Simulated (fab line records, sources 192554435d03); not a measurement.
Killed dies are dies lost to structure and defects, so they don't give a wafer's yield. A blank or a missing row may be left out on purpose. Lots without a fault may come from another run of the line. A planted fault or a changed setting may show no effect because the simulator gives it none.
A struck lot beside a sound one | flow n5_finfet | 36 steps out of a route of 1938
Sound: wafers L679.1, L679.5, L679.6. Struck: wafers L691.2, L691.5, L691.6. The cause comes at the end.
At each step with rows: each side's tool, then ch and its chambers, then its first start. Under that, the readings that differ: sound wafers | struck wafers | difference of the means | sigmas: that difference in standard deviations of wafers without a fault.
alike: readings whose means differ by less than 2 such deviations, and words and numbers that are the same on both sides. not compared: withheld readings, readings that some wafer has no value for, bounds like >300 that may hide the same value, and numbers for which the record gives no deviation and whose values overlap.
The two part at a step that has a row with sigmas, a row that says differs or no value, or rows on one side only. Numbers that don't overlap but have no deviation are shown without sigmas and don't part them. A reading that every wafer of one side lacks parts them only if that side has two wafers or more.

first, 9 steps without rows for these wafers: N5_BEOL_M4_ANNEAL_95 (time 240 s); N5_BEOL_M4_SPUTTER_96 (material Cu, target thk 4.5 nm, time 8.29 s); N5_BEOL_M4_ECD_50 (material Cu, target thk 300 nm); N5_BEOL_M4_ANNEAL_51 (time 90 s); N5_BEOL_M4_CMP_52 (polishes, stops on SiOC, t overpolish 6.8 s, target thk 40 nm); N5_BEOL_M4_PRE_CLEAN_60 (time 15 s); N5_BEOL_M4_CO_CAP_55 (material Co, precursor CCTBA/H2, target thk 2 nm, time 102.1 s); N5_BEOL_M4_PRE_CLEAN_56 (time 15 s); N5_BEOL_M4_DEP_57 (deposits SiCN from 3MS/NH3, target thk 8 nm, time 14 s).
N5_BEOL_M4_RC_MEAS_101:
  sound on prober-02 ch 0, day 9 17:40; struck on prober-01 ch 0, day 12 11:35
  alike: DIBL_N, DIBL_P, IOFF_N, IOFF_P, ION_N, ION_P, SS_N, SS_P, VT_N, VT_P
then, 24 steps without rows for these wafers: N5_BEOL_M5_ILD_DEP_00 (deposits SiCOH lowk from DEMS/porogen, target thk 140.64 nm, time 25.9 s); N5_BEOL_M5_CURE_79 (cures SiCOH lowk, time 240 s); N5_BEOL_M5_PECVD_70 (deposits SiO2 from TEOS/O2, target thk 16 nm, time 18 s); N5_BEOL_M5_HM_DEP_02 (deposits TiN, target thk 20 nm); N5_BEOL_M5_COAT_59 (time 60 s, resist thk 60 nm); N5_BEOL_M5_COAT_60 (time 60 s, resist thk 12 nm); N5_BEOL_M5_COAT_71 (time 60 s, resist thk 5 nm); N5_BEOL_M5_COAT_05 (resist thk 30 nm); N5_BEOL_M5_EBR_07; N5_BEOL_M5_SOFTBAKE_06 (time 60 s); N5_BEOL_M5_EXPOSE_08 (exposes mask M5, target cd 28 nm); N5_BEOL_M5_PEB_09 (peb time 60 s); N5_BEOL_M5_DEVELOP_10 (develop time 30 s); N5_BEOL_M5_DESCUM_16 (chemistry O2, time 7 s); N5_BEOL_M5_ETCH_72 (etches underlayer in N2/H2, target depth 6.5 nm, time 5.2 s); N5_BEOL_M5_ETCH_61 (etches SiARC in CF4, target depth 15.6 nm, time 26 s); N5_BEOL_M5_ETCH_62 (etches SOC in N2/H2, target depth 75 nm, overetch 15 nm, time 112.5 s); N5_BEOL_M5_STRIP_63 (strips in N2/H2); N5_BEOL_M5_STRIP_73 (strips in N2/H2); N5_BEOL_M5_STRIP_64 (strips in CF4); N5_BEOL_M5_HM_OPEN_17 (chemistry Cl2/BCl3, target TiN, target depth 20 nm, overetch 6 nm); N5_BEOL_M5_STRIP_19 (strips in O2); N5_BEOL_M5_COAT_65 (time 60 s, resist thk 60 nm); N5_BEOL_M5_COAT_66 (time 60 s, resist thk 12 nm).
-- the record jumps here: 3 days lie between the struck wafers' starts before and after (it left off in module BEOL_M5 and takes up again in module BEOL_M12, whose first step shown is number 1656 of the route) --
N5_BEOL_M12_DEP_53: deposits SiCN from 3MS/NH3, target thk 30 nm, time 10.5 s.
  sound on pecvd-01 ch 0,2, day 12 12:10; struck on pecvd-01 ch 0,1, day 15 03:17
  no value came back on the struck wafers for any of 5 readings (chamber_pressure_Torr (Torr), rf_fwd_power_W (W) and others); on the sound wafers chamber_pressure_Torr (Torr) reads 2.999 2.986 3.004
  not compared: since_wet_clean_h
N5_PASSIVATION_PROBE_49:
  the record has rows for the struck wafers here (prober-01, day 16 12:04) and none for the sound ones

WHERE THEY PART
First at N5_BEOL_M12_DEP_53; last, within this record, at N5_PASSIVATION_PROBE_49.

WHY: what the simulator had put in
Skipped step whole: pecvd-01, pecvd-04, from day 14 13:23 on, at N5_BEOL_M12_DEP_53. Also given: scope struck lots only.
